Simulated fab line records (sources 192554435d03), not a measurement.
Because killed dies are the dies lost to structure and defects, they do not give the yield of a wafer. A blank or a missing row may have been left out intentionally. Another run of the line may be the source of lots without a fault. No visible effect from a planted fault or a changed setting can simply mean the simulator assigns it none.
fab line records | flow n5-finfet
record lots=9 | wafers=25 | last-day=19
route steps=1938 shown SD_EPI_P@305 SD_ACTIVATION@334 BEOL_M4@1111 PASSIVATION@1936
lots with no fault: from the same line, run without faults
start-h: hours from the record's first day to the start of the lot's first wafer shown | wait-h: hours from the lot's prior step to this one | " unchanged from the row above | L1.1+2: several wafers, shown together as one row | - either no value or no given start | * or withheld: withheld | < > ~ a bound
route shown NAME@n: a module of which the file shows steps, and the number in the route of the first | usual: mean/standard deviation of fault-free wafers | same: alike in all rows | chamber/n: place in a boat | sites: per-site readings | _std_site: the values' standard deviation | _edge_site: mean of outer sites minus mean of inner sites | radius-mm: how far each site lies from the wafer's centre | mask NAME#n: copy n | behind: the last tool/chamber to shape the wafer | hold: reason for holding the lot/hours on hold/outcome of the hold | device: the transistor (n, p or np) that didn't switch | end of line: the same wafers' tests at the end of the route | a step with no rows: only its recipe | killed: dies lost to structure and defects at the first sort, not the wafer's yield | map: a wafer's dies, x killed, . not, _ none there
set.NAME: the run value of the setting; set.NAME@STEP: its run value at that earlier step | model.NAME: the simulator's own value behind a step, which no gauge read
one table for each step of the route and one row for each wafer, over a sample of lots
services: a tool's chamber out of use, with start hour (start-h, from the record's first day; less than 0 if before it), hours out, and reason
## steps
# step N5_SD_EPI_P_INSPECT_11
# recipe mode=adi | inspect-instrument=macro
# usual raw-defect-count=2.0/1.3
lot.wafer | tool              | chamber | start-h | wait-h | raw-defect-count
L132.3    | defect-inspect-01 | -       | 109.39  | 0.0    | 1
L132.4    | "                 | -       | "       | "      | 1
L132.5    | "                 | -       | "       | "      | 5
L133.1    | defect-inspect-02 | -       | 116.02  | 0.0    | 3
L133.4    | "                 | -       | "       | "      | 2
L133.6    | "                 | -       | "       | "      | 2
L135.1    | defect-inspect-02 | -       | 130.11  | 0.0    | 0
L135.3    | "                 | -       | "       | "      | 3
L139.1    | defect-inspect-02 | -       | 148.19  | 0.0    | 2
L139.2    | "                 | -       | "       | "      | 2
L139.6    | "                 | -       | "       | "      | 3
L140.2    | defect-inspect-02 | -       | 153.87  | 0.0    | 2
L140.3    | "                 | -       | "       | "      | 2
L140.4    | "                 | -       | "       | "      | 1
L142.1    | defect-inspect-02 | -       | 168.33  | 0.0    | 2
L142.5    | "                 | -       | "       | "      | 3
L142.6    | "                 | -       | "       | "      | 7
L144.1    | defect-inspect-01 | -       | 181.36  | 0.0    | 2
L144.2    | "                 | -       | "       | "      | 3
L144.4    | "                 | -       | "       | "      | 2
L145.1    | defect-inspect-02 | -       | 186.72  | 0.0    | 6
L145.3    | "                 | -       | "       | "      | 1
L145.5    | "                 | -       | "       | "      | 2
L146.4    | defect-inspect-02 | -       | 191.74  | 0.0    | 5
L146.5    | "                 | -       | "       | "      | 4
# step N5_SD_EPI_P_ETCH_36
# recipe chemistry=CF4 | target=SiARC | target-depth-a=455 | mask-material=CAR-ArF-block | time-s=75.8 | ion-energy-ev=80 | pressure-mtorr=40 | source-w=545 | bias-w=36 | Ar_flow_sccm=100 | cf4-flow-sccm=100 | ends=cleared
# usual drypump-motor-current-A=5.5/0.47 | etch-rf-on-time-s=76.0/2 | oes-product-au=0.68/0.078 | rf-vpp-V=183.9/1.1 | showerhead-plenum-p-Torr=2.12/0.07 | throttle-valve-pct=15.67/0.2
lot.wafer | tool        | chamber | start-h | wait-h | drypump-motor-current-A | etch-rf-on-time-s | oes-product-au | rf-hours-counter-h | rf-vpp-V | showerhead-plenum-p-Torr | throttle-valve-pct
L132.3    | rie-diel-01 | 0       | 109.46  | 0.0    | 5.4                     | 77.8              | 0.58           | 241                | 184.0    | 2.01                     | 15.94
L132.4    | "           | 3       | "       | "      | 5.6                     | 73.9              | 0.60           | -                  | 184.6    | 2.22                     | 15.72
L132.5    | "           | 1       | "       | "      | 5.1                     | 79.5              | 0.64           | -                  | 182.3    | 2.07                     | 15.88
L133.1    | rie-diel-03 | 3       | 116.08  | 0.0    | 6.2                     | 75.4              | 0.74           | 29                 | 181.8    | 2.11                     | 15.63
L133.4    | "           | 0       | "       | "      | 5.0                     | 74.6              | 0.85           | 3                  | 187.2    | 2.28                     | 15.31
L133.6    | "           | 1       | "       | "      | 5.6                     | 74.6              | 0.63           | -                  | 184.5    | 2.13                     | 15.86
L135.1    | rie-diel-04 | 0       | 130.18  | 0.0    | 5.3                     | 75.5              | 0.83           | 4                  | 184.7    | 2.19                     | 15.52
L135.3    | "           | 2       | "       | "      | 4.7                     | 78.8              | 0.60           | 192                | 184.2    | 2.01                     | 15.43
L139.1    | rie-diel-04 | 1       | 148.26  | 0.0    | 5.7                     | 76.6              | 0.68           | 128                | 184.6    | 2.15                     | 15.65
L139.2    | "           | 3       | "       | "      | 6.5                     | 73.4              | 0.65           | 134                | 182.8    | 2.13                     | 15.71
L139.6    | "           | 0       | "       | "      | 5.3                     | 75.7              | 0.81           | -                  | 184.9    | 2.18                     | 15.54
L140.2    | rie-diel-04 | 1       | 153.94  | 0.0    | 5.6                     | 76.0              | 0.68           | 129                | 183.9    | 2.15                     | 15.64
L140.3    | "           | 3       | "       | "      | 6.4                     | 73.9              | 0.66           | 135                | 183.1    | 2.13                     | 15.70
L140.4    | "           | 2       | "       | "      | 4.7                     | 78.9              | 0.61           | -                  | 184.0    | 2.01                     | 15.44
L142.1    | rie-diel-01 | 1       | 168.40  | 0.0    | 5.1                     | 79.5              | 0.62           | 155                | 181.2    | 2.06                     | 15.90
L142.5    | "           | 2       | "       | "      | 5.5                     | 78.8              | 0.79           | -                  | 183.6    | 2.09                     | 15.26
L142.6    | "           | 3       | "       | "      | 5.6                     | 71.4              | 0.84           | -                  | 184.9    | 2.21                     | 15.27
L144.1    | rie-diel-03 | 1       | 181.43  | 0.0    | 5.6                     | 73.8              | 0.62           | 199                | 184.0    | 2.13                     | 15.87
L144.2    | "           | 3       | "       | "      | 6.2                     | 76.7              | 0.70           | 50                 | 182.7    | 2.10                     | 15.67
L144.4    | "           | 0       | "       | "      | 5.0                     | 76.1              | 0.79           | 25                 | 185.5    | 2.27                     | 15.37
L145.1    | rie-diel-01 | 1       | 186.79  | 0.0    | 5.1                     | 79.2              | 0.62           | 161                | 182.1    | 2.06                     | 15.92
L145.3    | "           | 2       | "       | "      | 5.4                     | 78.4              | 0.78           | 25                 | 184.4    | 2.09                     | 15.29
L145.5    | "           | 2       | "       | "      | 5.5                     | 78.1              | 0.77           | -                  | 183.5    | 2.09                     | 15.28
L146.4    | rie-diel-03 | 1       | 191.81  | 0.0    | 5.6                     | 73.0              | 0.62           | 202                | 183.9    | 2.12                     | 15.88
L146.5    | "           | 2       | "       | "      | 5.1                     | 73.8              | 0.70           | -                  | 183.8    | 2.17                     | 15.71
# step N5_SD_EPI_P_SD_RECESS_17
# recipe chemistry=HBr/Cl2/O2 | target-depth-a=391 | bt-time-s=3 | pressure-mtorr=10 | icp-w=800 | bias-w=112 | HBr_flow_sccm=150 | Cl2_flow_sccm=80 | O2_flow_sccm=12
# usual drypump-motor-current-A=5.7/0.53 | oes-product-au=1.001/0.013 | throttle-valve-pct=36.9/0.33
lot.wafer | tool      | chamber | start-h | wait-h | drypump-motor-current-A | oes-product-au | rf-hours-counter-h | throttle-valve-pct
L132.3    | rie-si-06 | 0       | 110.30  | 0.0    | 5.7                     | 1.011          | 144                | 37.1
L132.4    | "         | 3       | "       | "      | 5.4                     | 1.004          | 142                | 36.9
L132.5    | "         | 3       | "       | "      | 5.4                     | 0.991          | -                  | 36.9
L133.1    | rie-si-06 | 0       | 116.74  | 0.0    | 5.7                     | 1.019          | 144                | 37.2
L133.4    | "         | 2       | "       | "      | 6.7                     | 0.985          | 150                | 36.5
L133.6    | "         | 0       | "       | "      | 5.7                     | 1.008          | -                  | 37.2
L135.1    | rie-si-06 | 3       | 130.84  | 0.0    | 5.4                     | 1.004          | 143                | 36.9
L135.3    | "         | 2       | "       | "      | 6.7                     | 0.985          | 150                | 36.5
L139.1    | rie-si-05 | 2       | 148.91  | 0.0    | 5.2                     | 1.001          | 78                 | 36.2
L139.2    | "         | 1       | "       | "      | 5.2                     | 1.009          | 181                | 36.7
L139.6    | "         | 2       | "       | "      | 5.1                     | 1.007          | -                  | 36.2
L140.2    | rie-si-04 | 1       | 154.59  | 0.0    | 5.2                     | 0.976          | 73                 | 37.2
L140.3    | "         | 3       | "       | "      | 5.7                     | 1.002          | 7                  | 36.5
L140.4    | "         | 2       | "       | "      | 5.1                     | 0.980          | 0                  | 37.5
L142.1    | rie-si-06 | 0       | 169.06  | 0.0    | 5.7                     | 1.015          | 145                | 37.1
L142.5    | "         | 1       | "       | "      | 6.6                     | 1.004          | -                  | 37.2
L142.6    | "         | 0       | "       | "      | 5.7                     | 1.005          | -                  | 37.2
L144.1    | rie-si-06 | 2       | 182.08  | 0.0    | 6.7                     | 0.991          | 151                | 36.5
L144.2    | "         | 1       | "       | "      | 6.6                     | 1.003          | 47                 | 37.2
L144.4    | "         | 0       | "       | "      | 5.7                     | 1.014          | 145                | 37.2
L145.1    | rie-si-05 | 1       | 187.44  | 0.0    | 5.2                     | 1.006          | 181                | 36.7
L145.3    | "         | 0       | "       | "      | 5.4                     | 0.991          | 96                 | 37.2
L145.5    | "         | 2       | "       | "      | 5.1                     | 1.002          | -                  | 36.2
L146.4    | rie-si-05 | 1       | 192.46  | 0.0    | 5.2                     | 0.995          | 181                | 36.7
L146.5    | "         | 3       | "       | "      | 6.3                     | 0.984          | -                  | 36.8
# step N5_SD_EPI_P_STRIP_40
# recipe chemistry=N2/H2 | power-w=1000 | temp-c=250 | h2-frac=0.65 | overash-fraction=0.3 | pressure-mtorr=withheld | n2-flow-sccm=1750 | h2-flow-sccm=3250
# usual drypump-motor-current-A=5.7/0.41 | heater-power-w=339/21 | oes-product-au=0.761/0.012
# same overash-fraction=0.3
lot.wafer | tool            | chamber | start-h | wait-h | drypump-motor-current-A | heater-power-w | oes-product-au | rf-hours-counter-h
L132.3    | plasma-asher-02 | 1       | 110.47  | 0.0    | 5.6                     | 374            | 0.759          | -
L132.4    | "               | 0       | "       | "      | 6.4                     | 344            | 0.789          | -
L132.5    | "               | 0       | "       | "      | 6.4                     | 348            | 0.770          | -
L133.1    | plasma-asher-01 | 1       | 116.88  | 0.0    | 5.4                     | 330            | 0.772          | 97
L133.4    | "               | 1       | "       | "      | 5.4                     | 338            | 0.755          | -
L133.6    | "               | 0       | "       | "      | 5.5                     | 311            | 0.770          | -
L135.1    | plasma-asher-01 | 0       | 130.99  | 0.0    | 5.6                     | 312            | 0.782          | 100
L135.3    | "               | 1       | "       | "      | 5.4                     | 330            | 0.765          | -
L139.1    | plasma-asher-01 | 0       | 149.28  | 0.2    | 5.5                     | 308            | 0.754          | 104
L139.2    | "               | 1       | "       | "      | 5.3                     | 329            | 0.772          | 104
L139.6    | "               | 1       | "       | "      | 5.3                     | 332            | 0.750          | -
L140.2    | plasma-asher-01 | 1       | 154.73  | 0.0    | 5.3                     | 330            | 0.758          | 105
L140.3    | "               | 0       | "       | "      | 5.6                     | 307            | 0.777          | -
L140.4    | "               | 1       | "       | "      | 5.3                     | 326            | 0.763          | -
L142.1    | plasma-asher-01 | 0       | 169.20  | 0.0    | 5.6                     | 311            | 0.751          | 109
L142.5    | "               | 0       | "       | "      | 5.5                     | 315            | 0.773          | -
L142.6    | "               | 1       | "       | "      | 5.3                     | 322            | 0.755          | -
L144.1    | plasma-asher-01 | 1       | 182.22  | 0.0    | 5.4                     | 328            | 0.768          | 112
L144.2    | "               | 0       | "       | "      | 5.5                     | 315            | 0.789          | 112
L144.4    | "               | 1       | "       | "      | 5.3                     | 335            | 0.752          | -
L145.1    | plasma-asher-02 | 0       | 187.59  | 0.0    | 6.4                     | 343            | 0.772          | 51
L145.3    | "               | 1       | "       | "      | 5.6                     | 363            | 0.764          | -
L145.5    | "               | 0       | "       | "      | 6.4                     | 350            | 0.766          | -
L146.4    | plasma-asher-01 | 1       | 192.63  | 0.0    | 5.3                     | 336            | 0.760          | -
L146.5    | "               | 0       | "       | "      | 5.5                     | 308            | 0.752          | -
# step N5_SD_EPI_P_INSPECT_26
# recipe inspect-instrument=darkfield | mode=post-epi
# usual raw-defect-count=177/34
lot.wafer | tool              | chamber | start-h | wait-h | raw-defect-count
L132.3    | defect-inspect-02 | -       | 113.34  | 0.0    | 215
L132.4    | "                 | -       | "       | "      | 227
L132.5    | "                 | -       | "       | "      | 196
L133.1    | defect-inspect-02 | -       | 119.78  | 0.0    | 168
L133.4    | "                 | -       | "       | "      | 191
L133.6    | "                 | -       | "       | "      | 164
L135.1    | defect-inspect-01 | -       | 133.88  | 0.0    | 129
L135.3    | "                 | -       | "       | "      | 221
L139.1    | defect-inspect-02 | -       | 152.16  | 0.0    | 140
L139.2    | "                 | -       | "       | "      | 183
L139.6    | "                 | -       | "       | "      | 108
L140.2    | defect-inspect-01 | -       | 158.47  | 0.0    | 200
L140.3    | "                 | -       | "       | "      | 136
L140.4    | "                 | -       | "       | "      | 199
L142.1    | defect-inspect-02 | -       | 172.93  | 0.0    | 567
L142.5    | "                 | -       | "       | "      | 576
L142.6    | "                 | -       | "       | "      | 542
L144.1    | defect-inspect-01 | -       | 185.12  | 0.0    | 654
L144.2    | "                 | -       | "       | "      | 560
L144.4    | "                 | -       | "       | "      | 601
L145.1    | defect-inspect-01 | -       | 190.48  | 0.0    | 184
L145.3    | "                 | -       | "       | "      | 158
L145.5    | "                 | -       | "       | "      | 194
L146.4    | defect-inspect-01 | -       | 195.50  | 0.0    | 221
L146.5    | "                 | -       | "       | "      | 197
# step N5_SD_ACTIVATION_INSPECT_02
# recipe inspect-instrument=darkfield | mode=post-anneal
# usual raw-defect-count=177/34
lot.wafer | tool              | chamber | start-h | wait-h | raw-defect-count
L132.3    | defect-inspect-01 | -       | 114.09  | 0.1    | 229
L132.4    | "                 | -       | "       | "      | 235
L132.5    | "                 | -       | "       | "      | 208
L133.1    | defect-inspect-01 | -       | 120.72  | 0.2    | 187
L133.4    | "                 | -       | "       | "      | 199
L133.6    | "                 | -       | "       | "      | 190
L135.1    | defect-inspect-02 | -       | 134.64  | 0.2    | 123
L135.3    | "                 | -       | "       | "      | 207
L139.1    | defect-inspect-02 | -       | 152.93  | 0.2    | 136
L139.2    | "                 | -       | "       | "      | 187
L139.6    | "                 | -       | "       | "      | 114
L140.2    | defect-inspect-01 | -       | 159.23  | 0.1    | 201
L140.3    | "                 | -       | "       | "      | 134
L140.4    | "                 | -       | "       | "      | 192
L142.1    | defect-inspect-02 | -       | 173.77  | 0.2    | 554
L142.5    | "                 | -       | "       | "      | 583
L142.6    | "                 | -       | "       | "      | 547
L144.1    | defect-inspect-01 | -       | 185.88  | 0.2    | 669
L144.2    | "                 | -       | "       | "      | 565
L144.4    | "                 | -       | "       | "      | 606
L145.1    | defect-inspect-01 | -       | 191.24  | 0.2    | 194
L145.3    | "                 | -       | "       | "      | 168
L145.5    | "                 | -       | "       | "      | 184
L146.4    | defect-inspect-01 | -       | 196.25  | 0.1    | 220
L146.5    | "                 | -       | "       | "      | 191
# step N5_BEOL_M4_RC_MEAS_101
# usual DIBL_N=36.5/2.2 | DIBL_P=36.9/2.9 | IOFF_N=0.17/0.044 | IOFF_P=0.22/0.052 | ION_N=671/16 | ION_P=461/10 | SS_N=71.6/0.73 | SS_P=73.5/0.79 | VT_N=250/4.1 | VT_P=-250/4.1
lot.wafer | tool      | chamber | start-h | wait-h | DIBL_N[mV/V] | DIBL_P[mV/V] | IOFF_N[nA/um] | IOFF_P[nA/um] | ION_N[uA/um] | ION_P[uA/um] | SS_N[mV/dec] | SS_P[mV/dec] | VT_N[mV] | VT_P[mV]
L132.3    | prober-01 | 0       | 234.27  | 0.3    | 38.5         | 37.3         | 0.19          | 0.25          | 694          | 466          | 72.3         | 73.6         | 247      | -248
L132.4    | "         | 0       | "       | "      | 42.5         | 43.5         | 0.31          | 0.40          | 705          | 483          | 72.5         | 75.3         | 241      | -241
L132.5    | "         | 0       | "       | "      | 39.5         | 39.5         | 0.23          | 0.30          | 695          | 477          | 72.6         | 73.9         | 247      | -245
L133.1    | prober-02 | 0       | 252.78  | 0.0    | 36.4         | 37.6         | 0.18          | 0.21          | 671          | 452          | 71.5         | 73.4         | 247      | -252
L133.4    | "         | 0       | "       | "      | 36.7         | 38.7         | 0.16          | 0.23          | 677          | 466          | 71.2         | 74.4         | 246      | -249
L133.6    | "         | 0       | "       | "      | 37.2         | 40.4         | 0.22          | 0.25          | 709          | 475          | 71.3         | 73.4         | 243      | -247
L135.1    | prober-02 | 0       | 258.56  | 0.0    | 33.5         | 34.2         | 0.13          | 0.19          | 665          | 461          | 71.0         | 72.3         | 251      | -248
L135.3    | "         | 0       | "       | "      | 37.1         | 38.5         | 0.20          | 0.26          | 674          | 464          | 72.0         | 73.7         | 246      | -246
L139.1    | prober-02 | 0       | 286.97  | 0.0    | 38.1         | 37.6         | 0.21          | 0.26          | 680          | 465          | 71.9         | 73.6         | 245      | -246
L139.2    | "         | 0       | "       | "      | 38.3         | 38.7         | 0.21          | 0.26          | 685          | 468          | 72.3         | 74.0         | 244      | -249
L139.6    | "         | 0       | "       | "      | 37.2         | 37.2         | 0.20          | 0.24          | 688          | 465          | 71.7         | 73.9         | 246      | -249
L140.2    | prober-02 | 0       | 290.77  | 0.2    | 34.6         | 35.2         | 0.13          | 0.19          | 662          | 461          | 71.6         | 72.9         | 252      | -250
L140.3    | "         | 0       | "       | "      | 38.4         | 41.1         | 0.23          | 0.30          | 700          | 477          | 71.5         | 74.3         | 240      | -246
L140.4    | "         | 0       | "       | "      | 37.3         | 39.9         | 0.18          | 0.30          | 656          | 459          | 71.9         | 74.1         | 248      | -244
L142.1    | prober-02 | 0       | 296.85  | 0.0    | 38.8         | 40.5         | 0.21          | 0.25          | 686          | 460          | 72.5         | 73.7         | 245      | -250
L142.5    | "         | 0       | "       | "      | 34.6         | 34.3         | 0.13          | 0.16          | 652          | 445          | 71.5         | 72.7         | 253      | -253
L142.6    | "         | 0       | "       | "      | 36.5         | 37.3         | 0.18          | 0.20          | 669          | 453          | 71.7         | 73.7         | 245      | -250
L145.1    | prober-01 | 0       | 317.82  | 0.0    | 35.3         | 35.5         | 0.14          | 0.18          | 666          | 461          | 70.9         | 73.1         | 250      | -252
L145.3    | "         | 0       | "       | "      | 38.1         | 38.7         | 0.18          | 0.23          | 674          | 463          | 71.7         | 74.3         | 247      | -249
L145.5    | "         | 0       | "       | "      | 37.8         | 39.4         | 0.17          | 0.25          | 668          | 461          | 71.4         | 74.4         | 248      | -252
L144.1    | prober-02 | 0       | 318.22  | 0.0    | 38.1         | 37.4         | 0.16          | 0.24          | 648          | 447          | 71.6         | 74.0         | 252      | -250
L144.2    | "         | 0       | "       | "      | 34.8         | 33.3         | 0.10          | 0.16          | 638          | 442          | 71.2         | 72.7         | 259      | -252
L144.4    | "         | 0       | "       | "      | 36.0         | 34.1         | 0.12          | 0.16          | 654          | 448          | 71.5         | 72.8         | 256      | -254
L146.4    | prober-01 | 0       | 340.80  | 0.5    | 40.2         | 42.9         | 0.23          | 0.29          | 669          | 456          | 72.3         | 74.7         | 248      | -247
L146.5    | "         | 0       | "       | "      | 42.3         | 44.0         | 0.28          | 0.33          | 702          | 471          | 73.4         | 75.0         | 242      | -243
# step N5_PASSIVATION_PROBE_49
# usual defect-limited-yield=91.3/1.4 | killed_at_M0_to_M3=36/10 | killed_at_M4_up=13/5.4 | killed-at-contacts=12/5.3 | killed-at-front-end=39/10 | killed-at-other=3.2/2.7 | killed-dies=103/16 | killed-open=68/13 | killed-short=33/6.6 | sort_bin_4_leakage=0.01/0.031 | sort_bin_5_function=5.1/0.92 | sort_bin_6_memory=3.3/0.68 | sort_bin_8_speed=0.1/0.41 | sort-n-pass=1077/17 | sort-yield-pct=91.2/1.4
# same gross-dies=1180 | killed-at-back-side=0
lot.wafer | tool      | chamber | start-h | wait-h | defect-limited-yield[%] | killed_at_M0_to_M3 | killed_at_M4_up | killed-at-contacts | killed-at-front-end | killed-at-other | killed-dies | killed-open | killed-short | sort_bin_4_leakage[%] | sort_bin_5_function[%] | sort_bin_6_memory[%] | sort_bin_8_speed[%] | sort-n-pass | sort-yield-pct[%]
L142.1    | prober-02 | -       | 412.14  | 0.0    | 82.1                    | 44                 | 13              | 5                  | 148                 | 1               | 211         | 64          | 33           | 0                     | 12.4                   | 3.9                  | 0                   | 969         | 82.1
L142.5    | prober-02 | -       | 412.34  | 0.2    | 81.9                    | 24                 | 10              | 15                 | 160                 | 4               | 213         | 64          | 34           | 0                     | 10.3                   | 5.0                  | 0                   | 967         | 81.9
L142.6    | prober-02 | -       | 412.39  | 0.3    | 81.8                    | 28                 | 19              | 11                 | 152                 | 5               | 215         | 75          | 31           | 0                     | 11.2                   | 5.3                  | 0                   | 965         | 81.8
L144.1    | prober-01 | -       | 430.72  | 0.0    | 87.8                    | 36                 | 6               | 5                  | 93                  | 4               | 144         | 51          | 34           | 0                     | 7.5                    | 3.4                  | 0                   | 1036        | 87.8
L144.2    | prober-01 | -       | 430.77  | 0.1    | 80.4                    | 45                 | 9               | 8                  | 166                 | 3               | 231         | 69          | 33           | 0                     | 11.8                   | 4.1                  | 0.7                 | 941         | 79.7
L144.4    | prober-01 | -       | 430.87  | 0.2    | 84.6                    | 14                 | 9               | 6                  | 150                 | 3               | 182         | 45          | 22           | 0                     | 10.5                   | 3.5                  | 0.1                 | 997         | 84.5
# killed by level:class
L142.1 SD_EPI_P:unspecified=111 BEOL_M1:geometric-particle:open=13 BEOL_M3:geometric-particle:open=13 FIN_SAQP:geometric-particle:open=9 BEOL_M4:geometric-particle:open=8 FIN_SAQP:geometric-particle:short=8 STI_FIN_REVEAL:geometric-particle:open=5 BEOL_M2:geometric-particle:short=5
L142.5 SD_EPI_P:unspecified=115 STI_FIN_REVEAL:geometric-particle:open=13 MOL_CONTACT_COAG:geometric-particle:open=13 FIN_SAQP:geometric-particle:open=6 FIN_SAQP:geometric-particle:short=5 BEOL_M0_SAQP:geometric-particle:short=5 BEOL_M1:geometric-particle:open=5 ILD0:geometric-particle:short=4
L142.6 SD_EPI_P:unspecified=109 STI_FIN_REVEAL:geometric-particle:open=14 FIN_SAQP:geometric-particle:short=11 MOL_CONTACT_COAG:geometric-particle:open=11 BEOL_M4:geometric-particle:open=11 FIN_SAQP:geometric-particle:open=9 BEOL_M0_SAQP:geometric-particle:open=7 BEOL_M0_SAQP:geometric-particle:short=5
L144.1 SD_EPI_P:unspecified=59 BEOL_M0_SAQP:geometric-particle:short=13 FIN_SAQP:geometric-particle:open=10 BEOL_M0_SAQP:geometric-particle:open=10 ILD0:geometric-particle:short=7 BEOL_M1:geometric-particle:open=7 FIN_SAQP:geometric-particle:short=4 DUMMY_GATE:geometric-particle:open=4
L144.2 SD_EPI_P:unspecified=115 HKMG_FIN:area-etch=14 BEOL_M0_SAQP:geometric-particle:short=13 BEOL_M0_SAQP:geometric-particle:open=12 STI_FIN_REVEAL:geometric-particle:open=10 MOL_CONTACT_COAG:geometric-particle:open=8 FIN_SAQP:geometric-particle:open=7 BEOL_M1:geometric-particle:open=7
L144.4 SD_EPI_P:unspecified=115 FIN_SAQP:geometric-particle:open=8 ILD0:geometric-particle:open=6 STARTING-WAFER:geometric-particle:open=5 BEOL_M0_SAQP:geometric-particle:short=4 ILD0:geometric-particle:short=4 MOL_CONTACT_COAG:geometric-particle:open=4 BEOL_M2:geometric-particle:open=4
## services
tool            | chamber | start-h | hours | kind
rie-si-06       | 2       | 90.65   | 7.5   | repair
rie-si-04       | -       | 91.00   | 14.6  | pm
rie-diel-04     | 2       | 96.27   | 15.7  | repair
rie-si-05       | 2       | 98.46   | 6.1   | repair
rie-diel-01     | 2       | 99.32   | -     | clean
rie-diel-01     | 2       | 99.32   | -     | consumable-replace:focus-ring
rie-diel-01     | 2       | 99.32   | 21.5  | scheduled-down
rie-diel-01     | 2       | 99.32   | 21.5  | vent-cycle
rie-diel-01     | 3       | 128.89  | -     | clean
rie-diel-01     | 3       | 128.89  | -     | consumable-replace:focus-ring
rie-diel-01     | 3       | 128.89  | 24.4  | scheduled-down
rie-diel-01     | 3       | 128.89  | 24.4  | vent-cycle
rie-si-05       | -       | 133.79  | 0.1   | repair
rie-diel-04     | -       | 136.35  | 1.1   | repair
rie-si-06       | 2       | 139.66  | 1.6   | repair
plasma-asher-02 | -       | 144.48  | 0.7   | repair
rie-diel-04     | 0       | 152.81  | 8.1   | repair
rie-diel-01     | 0       | 153.30  | -     | clean
rie-diel-01     | 0       | 153.30  | -     | consumable-replace:focus-ring
rie-diel-01     | 0       | 153.30  | -     | consumable-replace:showerhead
rie-diel-01     | 0       | 153.30  | 29.5  | scheduled-down
rie-diel-04     | -       | 167.56  | 0.5   | repair
plasma-asher-02 | -       | 170.78  | 1.3   | repair
rie-si-04       | 2       | 177.00  | 1.5   | repair
## key
first-sign step=N5_SD_EPI_P_INSPECT_26 | reading=raw-defect-count | direction=up | sigmas=12 | usual=177 | struck=583
effect step=N5_SD_ACTIVATION_INSPECT_02 | reading=raw-defect-count | direction=up | sigmas=12 | usual=177 | struck=587
effect step=N5_PASSIVATION_PROBE_49 | reading=killed-at-front-end | direction=up | sigmas=11 | usual=39 | struck=145
more-kills-born-at N5_SD_EPI_P_SD_RECESS_17@rie-si-06=624
met-at N5_SD_EPI_P_SD_RECESS_17
struck-lots L142,L144
baseline-loss step=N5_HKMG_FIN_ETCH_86 | wafers=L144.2
not-acting-at N5_SD_EPI_P_INSPECT_11,N5_SD_EPI_P_ETCH_36,N5_SD_EPI_P_STRIP_40
onset-between 130.84 169.06
fault kind=chamber-particle-source | tool=rie-si-06 | chamber=- | onset-h=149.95 | steps=N5_SD_EPI_P_SD_RECESS_17 | rate-per-visit-cm2=0.66316 | end-h=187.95
# baseline-loss: these wafers lose ten dies or more at that step, a loss of the line's own and not of a fault; the sort's usual values leave them out
